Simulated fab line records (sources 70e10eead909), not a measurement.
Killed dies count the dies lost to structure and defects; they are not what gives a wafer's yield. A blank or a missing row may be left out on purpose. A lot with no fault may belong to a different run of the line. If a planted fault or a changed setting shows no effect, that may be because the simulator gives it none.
Matching of chambers    flow nand-harc    rie-diel-11 running NHARC_A_SLIT_ETCH_29: 4 sister chambers
The step etches the open film in CF4/O2, target depth 100 nm, overetch 10 nm, time 55 s. 4 wafers are shown with their chamber, then 7 later ones without.

== WAFERS WITH THEIR CHAMBER ==
wafer   chamber  drypump-motor-current-A (A)
L475.6  3        6.0
L474.1  1        6.2
L477.2  0        6.1
L477.3  2        5.9

== WAFERS MISSING THEIR CHAMBER ==
wafer   drypump-motor-current-A (A)
L477.4  6.3
L478.4  6.1
L478.5  5.9
L478.6  6.3
L480.3  6.3
L480.4  5.9
L480.5  5.9

== THE CHAMBER EACH PASSED THROUGH ==
wafer   from the rows above           in truth
L477.4  can't be placed: 1 or 0       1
L478.4  can't be placed: 0 or 3 or 1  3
L478.5  can't be placed: 2 or 3       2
L478.6  can't be placed: 1 or 0       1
L480.3  can't be placed: 1 or 0       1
L480.4  can't be placed: 2 or 3       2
L480.5  can't be placed: 2 or 3       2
Placed correctly: 0 of 7. These rows do not allow placing 7 (true chamber among the candidates in 7). Number placed wrongly: 0.
How it was worked out, from the rows above alone: a wafer's distance from a chamber is the root of the sum, over the readings, of the square of ((its reading less the chamber's mean) divided by the reading's scatter). The wafer belongs to the nearest chamber; if the next one is less than 2 further off, it can't be placed. Each chamber's mean is taken over the wafers shown for it. The scatter (one wafer shown for each chamber): square how far every hidden wafer sits from the nearest shown wafer, average those squares and take the square root.
